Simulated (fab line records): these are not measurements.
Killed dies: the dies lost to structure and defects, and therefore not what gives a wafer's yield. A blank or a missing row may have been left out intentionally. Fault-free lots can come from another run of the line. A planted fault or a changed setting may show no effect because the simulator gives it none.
Which tool is to blame? -- flow nand-harc -- 7 lots, 21 wafers sampled, at 1 step of a route of 1302

WHAT EACH GAUGE READ, for each wafer
NHARC_A_ONON_D1_THK_MEAS_11: measures by ellipsometry.
lot,measured,on,thk-nm (nm)
L848,day 8 14:37,film-metro-01,999 998 999
L852,day 10 16:54,film-metro-02,974 975 976
L855,day 11 19:24,film-metro-01,989 991 991
L857,day 12 13:49,film-metro-01,1001 1001 1001
L859,day 12 23:40,film-metro-01,1006 1006 1006
L863,day 14 19:16,film-metro-01,994 994 994
L869,day 17 04:59,film-metro-02,1014 1016 1016

TOOL THAT RAN EACH LOT (tool first, then ch and the chambers of the sampled wafers, then the start)
Record: no process step prior to these readings.

THE ANSWER, worked out from the rows above alone
Rule: the lots themselves supply what counts as usual. Put in order of their means at a reading, lots are off if they are a third of the lots or fewer, leave a main group of 4 or more, and stand apart from it by a gap of 3 or more times the standard deviation of the main group's means; of several such gaps the widest counts. If all means in a main group match to the digits the tables above print for the reading, that group is not used. A lot without any number at a reading at which 4 lots or more have one is off too. Any other lot the step has rows for is counted as sound.
No lot is off at any reading shown: from this, nothing can be told.

WHAT HAD BEEN PUT IN BY THE SIMULATOR
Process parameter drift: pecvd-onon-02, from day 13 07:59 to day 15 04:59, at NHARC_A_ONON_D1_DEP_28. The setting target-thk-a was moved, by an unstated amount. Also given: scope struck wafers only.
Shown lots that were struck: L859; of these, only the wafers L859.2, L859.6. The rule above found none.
